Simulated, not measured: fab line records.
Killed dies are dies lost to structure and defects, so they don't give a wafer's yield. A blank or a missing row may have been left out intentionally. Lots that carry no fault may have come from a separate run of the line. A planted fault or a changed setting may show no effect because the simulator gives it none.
Matching of chambers | flow nand-harc | 4 sister chambers for NHARC_A_M1_CMP_23 on cmp-04
The step polishes, t overpolish 20 s, target thk 154.34 nm. 8 wafers are shown with their chamber, then 8 later ones without.

## EACH WAFER AND ITS CHAMBER
wafer  | chamber | time-to-endpoint-s (s) | motor-current-A (A)
L281.1 | 3       | 25                     | 12.3
L282.4 | 3       | 26                     | 12.1
L284.4 | 2       | 34                     | 13.8
L285.5 | 0       | 27                     | 12.2
L286.1 | 1       | 28                     | 13.0
L286.2 | 0       | 26                     | 11.6
L286.5 | 1       | 29                     | 12.9
L299.2 | 2       | 32                     | 14.5

## WAFERS WITHOUT THEIR CHAMBER
wafer  | time-to-endpoint-s (s) | motor-current-A (A)
L299.3 | 25                     | 12.6
L299.5 | 29                     | 13.5
L301.3 | 30                     | 12.2
L301.5 | 28                     | 11.7
L301.6 | 27                     | 12.4
L303.2 | 32                     | 14.3
L303.3 | 24                     | 12.1
L303.4 | 24                     | 11.8

## THE CHAMBER EACH PASSED THROUGH
wafer  | from the rows above          | in truth
L299.3 | can't be placed: 3 or 0      | 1
L299.5 | 1                            | 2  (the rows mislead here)
L301.3 | can't be placed: 1 or 0      | 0
L301.5 | can't be placed: 0 or 3      | 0
L301.6 | can't be placed: 0 or 3 or 1 | 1
L303.2 | 2                            | 2
L303.3 | can't be placed: 3 or 0      | 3
L303.4 | can't be placed: 3 or 0      | 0
Correctly placed: 1 of 8. Cannot be placed on the basis of these rows: 6; the candidates contain the true chamber in 5. Number placed wrongly: 1.
How it was worked out, from the rows above alone: a wafer's distance from a chamber is the root of the sum, over the readings, of the square of ((its reading less the chamber's mean) divided by the reading's scatter). The wafer belongs to the nearest chamber; if the next one is less than 2 further off, it can't be placed. A chamber's mean is the mean of its shown wafers. The scatter: the root of (the sum of the squares of (reading less its chamber's mean) over the shown wafers, divided by (wafers less chambers)).
